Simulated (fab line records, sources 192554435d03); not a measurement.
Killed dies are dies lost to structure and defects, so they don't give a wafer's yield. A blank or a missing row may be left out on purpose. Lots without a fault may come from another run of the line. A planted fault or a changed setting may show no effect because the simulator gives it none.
fab line records | flow n5_finfet
record lots=9 wafers=27 last_day=18
route steps=1938 shown BEOL_M7@1310 BEOL_M8@1332 PASSIVATION@1936
lots that met no fault: from a run of the same line without faults
start_h: hours from the record's first day to the start of the lot's first wafer shown | wait_h: hours since the lot's step before | " the same as in the row above | L1.1+2: a row that stands for several wafers | - no value, or no start given | * or withheld: withheld | < > ~ a bound
route shown NAME@n: a module of which the file shows steps, and the number in the route of the first | usual: mean/standard deviation of fault-free wafers | same: alike in all rows | chamber/n: place in a boat | sites: the reading at each site | _std_site: their standard deviation | _edge_site: outer sites' mean less inner sites' | radius_mm: how far each site lies from the wafer's centre | mask NAME#n: copy n | behind: the tool/chamber that last shaped the wafer | hold: why the lot was held/for how many hours/how that ended | device: the transistor (n, p or np) that didn't switch | end of line: the same wafers' tests at the end of the route | a step without rows: its recipe alone | killed: dies lost to structure and defects at the first sort, not the wafer's yield | map: a wafer's dies, x killed, . not, _ none there
set.NAME: the setting as run; set.NAME@STEP: as run at that earlier step | model.NAME: the simulator's own value behind a step, which no gauge read
steps of the route over a sample of lots; a table a step, a row a wafer
services: from which hour (start_h, from the record's first day; less than 0 if before it) a tool's chamber was out of use, for how many hours, and why
## steps
# step N5_BEOL_M7_STRIP_80
# recipe chemistry=N2/H2 time_s=10 power_w=450 temp_c=40 pressure_mtorr=20 rf_frequency_hz=6e+07 bias_power_w=7 n2_flow_sccm=200 h2_flow_sccm=200
# usual drypump_motor_current_A=5.8/0.57 oes_product_au=0.79/0.091 rf_vpp_V=59.3/0.76 showerhead_plenum_p_Torr=2.56/0.099 throttle_valve_pct=23.59/0.29
# columns lot.wafer tool chamber start_h wait_h drypump_motor_current_A oes_product_au rf_hours_counter_h rf_vpp_V showerhead_plenum_p_Torr throttle_valve_pct
L699.3 rie_diel-03 2 - - 5.5 0.73 190 59.2 2.52 24.03
L699.4 " 1 " " 6.1 0.73 145 59.8 2.65 23.56
L699.5 " 3 " " 6.4 0.91 - 60.0 2.70 23.25
L704.1 rie_diel-03 2 - - 5.5 0.72 201 58.4 2.51 24.05
L704.4 " 0 " " 5.1 0.72 180 58.9 2.42 23.36
L704.6 " 0 " " 5.1 0.73 - 57.7 2.42 23.38
L702.1 rie_diel-04 0 - - 5.3 0.76 173 58.9 2.64 23.95
L702.3 " 2 " " 6.2 0.70 242 58.8 2.50 23.82
L702.6 " 0 " " 5.3 0.76 - 59.6 2.64 23.96
L707.1 rie_diel-03 1 - - 6.1 0.71 165 59.4 2.64 23.61
L707.5 " 2 " " 5.5 0.72 - 59.7 2.51 24.06
L707.6 " 1 " " 6.1 0.71 - 59.8 2.64 23.61
L711.1 rie_diel-03 0 - - 5.1 0.72 196 60.0 2.41 23.40
L711.2 " 1 " " 6.1 0.71 171 59.4 2.64 23.59
L711.3 " 2 " " 5.5 0.71 215 58.5 2.51 24.06
L716.2 rie_diel-03 2 - - 5.5 0.70 226 60.0 2.50 24.08
L716.4 " 2 " " 5.5 0.70 - 60.1 2.50 24.10
L716.6 " 1 " " 6.1 0.70 - 57.9 2.64 23.63
L718.1 rie_diel-04 2 - - 6.1 0.94 17 58.3 2.49 23.56
L718.4 " 0 " " 5.4 0.73 - 57.9 2.63 24.01
L718.6 " 2 " " 6.1 0.94 - 59.4 2.49 23.57
L720.2 rie_diel-04 0 - - 5.4 0.72 210 59.0 2.62 24.00
L720.3 " 1 " " 5.4 0.85 57 59.3 2.57 23.47
L720.4 " 3 " " 6.7 0.97 3 59.9 2.71 22.97
L722.2 rie_diel-03 0 - - 5.2 0.70 210 57.8 2.41 23.44
L722.3 " 2 " " 5.4 0.70 239 59.4 2.50 24.11
L722.4 " 3 " " 6.4 0.83 65 59.3 2.68 23.31
# step N5_BEOL_M8_ILD_DEP_00
# recipe material=SiCOH_lowk target_thk_a=1797.5 temp_c=300 precursor=DEMS/porogen pressure_torr=5 rf_w=500 time_s=33.4
# usual heater_power_w=344/74 showerhead_plenum_p_Torr=5.741/0.013 throttle_valve_pct=13.4/0.78
# columns lot.wafer tool chamber start_h wait_h heater_power_w showerhead_plenum_p_Torr throttle_valve_pct
L699.3 pecvd-01 2 197.17 0.0 279 5.737 12.5
L699.4 " 0 " " 319 5.747 14.9
L699.5 " 2 " " 282 5.745 12.3
L704.1 pecvd-04 0 226.90 0.0 401 5.758 12.6
L704.4 " 1 " " 461 5.727 13.2
L704.6 " 1 " " 453 5.726 13.4
L702.1 pecvd-04 0 231.31 0.0 341 5.749 12.7
L702.3 " 1 " " 408 5.732 13.3
L702.6 " 1 " " 430 5.723 13.6
L707.1 pecvd-01 1 254.68 0.0 252 5.737 14.4
L707.5 " 1 " " 263 5.741 14.2
L707.6 " 0 " " 290 5.742 14.8
L711.1 pecvd-01 1 274.61 0.0 206 5.731 14.2
L711.2 " 2 " " 271 5.748 12.5
L711.3 " 0 " " 307 5.741 14.8
L716.2 pecvd-04 0 306.31 0.1 399 5.746 12.5
L716.4 " 1 " " 465 5.719 13.4
L716.6 " 2 " " 333 5.738 12.6
L718.1 pecvd-04 1 317.32 0.0 444 5.719 13.5
L718.4 " 2 " " 394 5.734 12.5
L718.6 " 1 " " 422 5.720 13.2
L720.2 pecvd-04 1 333.97 0.0 437 5.748 13.7
L720.3 " 0 " " 379 5.756 12.5
L720.4 " 0 " " 386 5.758 12.9
L722.2 pecvd-04 1 344.67 0.0 435 5.730 13.3
L722.3 " 2 " " 387 5.749 13.0
L722.4 " 2 " " 398 5.740 12.7
# step N5_BEOL_M8_CURE_74
# recipe temp_c=385 time_s=240 ambient=He/Ar material=SiCOH_lowk
# usual lamp_power_pct=52.31/0.055 wafer_temp_C_max=386.5/0.52
# columns lot.wafer tool chamber start_h wait_h lamp_power_pct wafer_temp_C_max
L699.3 uv_cure-02 2 197.58 0.4 52.36 386.1
L699.4 " 2 " " 52.26 386.0
L699.5 " 2 " " 52.26 386.3
L704.1 uv_cure-02 2 227.00 0.1 52.19 386.5
L704.4 " 2 " " 52.27 386.7
L704.6 " 2 " " 52.26 386.7
L702.1 uv_cure-03 0 231.39 0.1 52.33 386.8
L702.3 " 0 " " 52.41 387.4
L702.6 " 0 " " 52.29 387.5
L707.1 uv_cure-01 0 254.75 0.0 52.35 386.6
L707.5 " 0 " " 52.24 387.6
L707.6 " 0 " " 52.22 387.4
L711.1 uv_cure-02 2 274.67 0.0 52.37 386.3
L711.2 " 2 " " 52.34 386.3
L711.3 " 2 " " 52.30 386.8
L716.2 uv_cure-02 2 306.54 0.2 52.26 386.0
L716.4 " 2 " " 52.24 385.9
L716.6 " 2 " " 52.30 386.0
L718.1 uv_cure-02 2 317.39 0.0 52.38 386.0
L718.4 " 2 " " 52.27 385.7
L718.6 " 2 " " 52.32 385.7
L720.2 uv_cure-03 2 334.40 0.4 52.32 386.0
L720.3 " 2 " " 52.35 386.0
L720.4 " 2 " " 52.25 386.1
L722.2 uv_cure-02 2 344.90 0.2 52.31 386.3
L722.3 " 2 " " 52.33 385.7
L722.4 " 2 " " 52.36 387.1
# step N5_BEOL_M8_INSPECT_13
# recipe mode=adi inspect_instrument=brightfield
# usual raw_defect_count=408/99
# columns lot.wafer tool chamber start_h wait_h raw_defect_count
L699.3 defect_inspect-02 - 199.31 0.0 445
L699.4 " - " " 387
L699.5 " - " " 277
L704.1 defect_inspect-01 - 229.88 0.0 456
L704.4 " - " " 364
L704.6 " - " " 441
L702.1 defect_inspect-02 - 234.02 0.0 333
L702.3 " - " " 510
L702.6 " - " " 390
L707.1 defect_inspect-02 - 256.22 0.0 318
L707.5 " - " " 381
L707.6 " - " " 400
L711.1 defect_inspect-02 - 279.13 0.0 437
L711.2 " - " " 401
L711.3 " - " " 464
L716.2 defect_inspect-02 - 309.61 0.0 284
L716.4 " - " " 320
L716.6 " - " " 445
L718.1 defect_inspect-01 - 319.75 0.0 267
L718.4 " - " " 332
L718.6 " - " " 337
L720.2 defect_inspect-02 - 337.24 0.0 1653
L720.3 " - " " 1549
L720.4 " - " " 1549
L722.2 defect_inspect-01 - 347.84 0.0 1555
L722.3 " - " " 1511
L722.4 " - " " 1581
# step N5_BEOL_M8_STRIP_19
# recipe chemistry=O2 power_w=400 temp_c=40 pressure_mtorr=30 rf_frequency_hz=6e+07 bias_power_w=0 overash_fraction=0.2 o2_flow_sccm=225
# usual drypump_motor_current_A=5.8/0.49 o2_flow_sccm=225.1/0.73 oes_product_au=0.79/0.09 rf_vpp_V=3.7/0.59 showerhead_plenum_p_Torr=2.13/0.076 throttle_valve_pct=16.66/0.23
# same overash_fraction=0.2
# columns lot.wafer tool chamber start_h wait_h drypump_motor_current_A o2_flow_sccm oes_product_au rf_hours_counter_h rf_vpp_V showerhead_plenum_p_Torr throttle_valve_pct
L699.3 rie_diel-02 2 199.73 0.1 5.9 225.6 0.71 199 4.7 2.18 16.69
L699.4 " 0 " " 6.4 225.1 0.73 182 2.7 2.09 16.54
L699.5 " 1 " " 6.5 225.6 0.80 - 4.6 2.22 16.43
L704.1 rie_diel-05 0 230.41 0.1 5.9 224.4 0.89 43 2.4 2.04 16.26
L704.4 " 2 " " 5.5 224.9 0.87 28 3.5 2.23 16.52
L704.6 " 3 " " 4.8 226.2 0.68 - 2.9 2.15 16.72
L702.1 rie_diel-05 0 234.89 0.2 5.9 226.2 0.88 45 4.5 2.04 16.27
L702.3 " 1 " " 5.2 225.3 0.79 97 4.0 2.11 16.94
L702.6 " 0 " " 5.9 224.7 0.88 - 4.7 2.04 16.28
L707.1 rie_diel-06 1 256.93 0.1 5.9 225.0 0.91 30 4.3 2.22 16.76
L707.5 " 2 " " 5.1 225.6 0.69 - 2.9 2.00 17.12
L707.6 " 1 " " 5.9 224.6 0.90 - 2.8 2.22 16.77
L711.1 rie_diel-02 3 279.80 0.2 5.7 224.5 0.93 15 4.0 2.05 16.37
L711.2 " 1 " " 6.6 226.1 0.77 115 3.3 2.21 16.49
L711.3 " 0 " " 6.3 225.0 0.70 210 4.0 2.08 16.59
L716.2 rie_diel-06 2 310.26 0.2 5.1 225.6 0.68 238 3.5 1.99 17.17
L716.4 " 3 " " 5.7 224.6 0.82 89 3.8 2.20 16.54
L716.6 " 1 " " 5.9 226.2 0.88 - 4.5 2.21 16.80
L718.1 rie_diel-02 3 320.41 0.1 5.8 225.8 0.91 30 3.8 2.05 16.38
L718.4 " 0 " " 6.3 225.8 0.70 224 3.7 2.07 16.61
L718.6 " 1 " " 6.6 225.9 0.77 - 3.2 2.20 16.52
L720.2 rie_diel-05 1 338.30 0.1 5.2 224.9 0.76 133 2.9 2.10 16.99
L720.3 " 0 " " 5.9 225.5 0.82 80 3.2 2.03 16.36
L720.4 " 2 " " 5.6 225.1 0.82 - 3.2 2.22 16.57
L722.2 rie_diel-02 0 348.66 0.1 6.4 226.0 0.68 237 3.8 2.07 16.61
L722.3 " 1 " " 6.6 225.8 0.75 140 3.5 2.20 16.54
L722.4 " 1 " " 6.5 225.5 0.76 - 5.0 2.20 16.54
# step N5_BEOL_M8_INSPECT_30
# recipe mode=adi inspect_instrument=brightfield
# usual raw_defect_count=407/99
# columns lot.wafer tool chamber start_h wait_h raw_defect_count
L699.3 defect_inspect-02 - 200.25 0.0 447
L699.4 " - " " 407
L699.5 " - " " 295
L704.1 defect_inspect-02 - 233.02 0.1 435
L704.4 " - " " 340
L704.6 " - " " 425
L702.1 defect_inspect-02 - 236.76 0.1 351
L702.3 " - " " 462
L702.6 " - " " 384
L707.1 defect_inspect-01 - 257.63 0.1 335
L707.5 " - " " 402
L707.6 " - " " 404
L711.1 defect_inspect-01 - 280.26 0.1 436
L711.2 " - " " 406
L711.3 " - " " 487
L716.2 defect_inspect-02 - 312.33 0.0 309
L716.4 " - " " 325
L716.6 " - " " 486
L718.1 defect_inspect-01 - 323.55 0.1 270
L718.4 " - " " 334
L718.6 " - " " 358
L720.2 defect_inspect-02 - 340.08 0.3 1629
L720.3 " - " " 1567
L720.4 " - " " 1553
L722.2 defect_inspect-02 - 349.53 0.0 1518
L722.3 " - " " 1504
L722.4 " - " " 1527
# step N5_PASSIVATION_PROBE_49
# usual defect_limited_yield=91.7/1.5 killed_at_M0_to_M3=30/8.6 killed_at_M4_up=12/4.5 killed_at_contacts=13/5.8 killed_at_front_end=38/11 killed_at_other=4/3 killed_dies=97/17 killed_on_rim=13/3.6 killed_open=63/12 killed_short=32/8.8 sort_bin_5_function=4.8/0.91 sort_bin_6_memory=3.1/0.68 sort_n_pass=1083/17 sort_yield_pct=91.7/1.5
# same gross_dies=1180 killed_at_back_side=0 sort_bin_4_leakage[%]=0 sort_bin_8_speed[%]=0
# columns lot.wafer tool chamber start_h wait_h defect_limited_yield[%] killed_at_M0_to_M3 killed_at_M4_up killed_at_contacts killed_at_front_end killed_at_other killed_dies killed_on_rim killed_open killed_short sort_bin_5_function[%] sort_bin_6_memory[%] sort_n_pass sort_yield_pct[%]
L720.2 prober-02 - 417.83 0.1 81.0 23 160 11 29 1 224 20 41 32 11.7 2.9 956 81.0
L720.3 prober-02 - 417.88 0.1 83.5 31 103 19 39 3 195 28 64 37 9.5 4.4 985 83.5
L720.4 prober-02 - 417.93 0.2 83.1 36 112 13 33 6 200 31 62 45 10.1 4.0 980 83.1
L722.2 prober-02 - 421.86 0.1 82.1 29 142 11 27 2 211 27 48 25 11.1 2.8 969 82.1
L722.3 prober-02 - 421.91 0.1 79.4 20 168 19 36 0 243 15 68 18 12.5 4.8 937 79.4
L722.4 prober-02 - 421.96 0.2 79.3 29 158 17 40 0 244 18 65 28 11.9 5.3 936 79.3
# killed by level:class
L720.2 BEOL_M8:unspecified=150 BEOL_M0_SAQP:geometric_particle:short=9 MOL_CONTACT_COAG:geometric_particle:open=8 STI_FIN_REVEAL:geometric_particle:open=7 GATE_CUT:geometric_particle:short=5 FIN_SAQP:geometric_particle:short=4 FIN_SAQP:geometric_particle:open=4 BEOL_M1:geometric_particle:open=4
L720.3 BEOL_M8:unspecified=92 MOL_CONTACT_COAG:geometric_particle:open=14 FIN_SAQP:geometric_particle:short=12 BEOL_M2:geometric_particle:open=10 BEOL_M1:geometric_particle:open=6 FIN_SAQP:geometric_particle:open=5 STI_FIN_REVEAL:geometric_particle:open=5 MOL_CONTACT_COAG:geometric_particle:short=5
L720.4 BEOL_M8:unspecified=92 MOL_CONTACT_COAG:geometric_particle:open=9 BEOL_M2:geometric_particle:open=8 FIN_SAQP:geometric_particle:open=7 BEOL_M0_SAQP:geometric_particle:short=7 BEOL_M3:geometric_particle:short=7 BEOL_M4:geometric_particle:open=7 GATE_CUT:geometric_particle:short=6
L722.2 BEOL_M8:unspecified=134 BEOL_M0_SAQP:geometric_particle:short=10 BEOL_M2:geometric_particle:open=8 MOL_CONTACT_COAG:geometric_particle:open=7 STI_FIN_REVEAL:geometric_particle:open=5 MOL_CONTACT_COAG:geometric_particle:short=4 BEOL_M0_SAQP:geometric_particle:open=4 STARTING-WAFER:geometric_particle:open=3
L722.3 BEOL_M8:unspecified=155 MOL_CONTACT_COAG:geometric_particle:open=16 STI_FIN_REVEAL:geometric_particle:open=13 DUMMY_GATE:geometric_particle:open=11 BEOL_M0_SAQP:geometric_particle:short=7 BEOL_M0_SAQP:geometric_particle:open=5 BEOL_M1:geometric_particle:open=5 BEOL_M4:geometric_particle:open=4
L722.4 BEOL_M8:unspecified=145 MOL_CONTACT_COAG:geometric_particle:open=14 STI_FIN_REVEAL:geometric_particle:open=8 FIN_SAQP:geometric_particle:short=7 FIN_SAQP:geometric_particle:open=6 BEOL_M0_SAQP:geometric_particle:short=6 BEOL_M1:geometric_particle:open=5 BEOL_M3:geometric_particle:open=5
## services
# columns tool chamber start_h hours kind
uv_cure-03 - 172.13 2.5 repair
rie_diel-03 1 175.27 12.3 repair
pecvd-04 - 181.78 1.6 repair
rie_diel-04 3 193.45 8.9 repair
uv_cure-01 - 193.57 1.0 repair
rie_diel-06 0 200.31 15.8 repair
pecvd-04 2 202.47 - clean
pecvd-04 2 202.47 - consumable_replace:showerhead
pecvd-04 2 202.47 29.0 scheduled_down
pecvd-04 2 202.47 29.0 vent_cycle
rie_diel-04 - 211.67 2.8 pm
uv_cure-01 - 216.77 2.1 pm
rie_diel-04 - 217.33 2.1 repair
rie_diel-02 3 221.54 - clean
rie_diel-02 3 221.54 - consumable_replace:focus_ring
pecvd-01 - 232.63 14.6 pm
rie_diel-04 1 239.23 6.4 repair
uv_cure-03 - 274.22 11.7 repair
rie_diel-05 0 304.59 5.7 repair
rie_diel-06 3 310.47 18.0 repair
rie_diel-02 2 339.53 - clean
rie_diel-02 2 339.53 - consumable_replace:focus_ring
rie_diel-02 2 339.53 21.4 scheduled_down
rie_diel-02 2 339.53 21.4 vent_cycle
## key
first_sign step=N5_BEOL_M8_INSPECT_13 reading=raw_defect_count direction=up sigmas=12 usual=408 struck=1566
effect step=N5_BEOL_M8_INSPECT_30 reading=raw_defect_count direction=up sigmas=12 usual=407 struck=1550
effect step=N5_PASSIVATION_PROBE_49 reading=killed_at_M4_up direction=up sigmas=29 usual=12 struck=140
more_kills_born_at N5_BEOL_M8_ILD_DEP_00@pecvd-04=768
met_at N5_BEOL_M8_ILD_DEP_00
struck_lots L720,L722
not_acting_at N5_BEOL_M7_STRIP_80,N5_BEOL_M8_CURE_74,N5_BEOL_M8_STRIP_19
onset_between 317.32 333.97
also_fits time
fault kind=chamber_particle_source tool=pecvd-04 chamber=- onset_h=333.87 steps=N5_BEOL_M8_ILD_DEP_00 rate_per_visit_cm2=1.6606 end_h=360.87
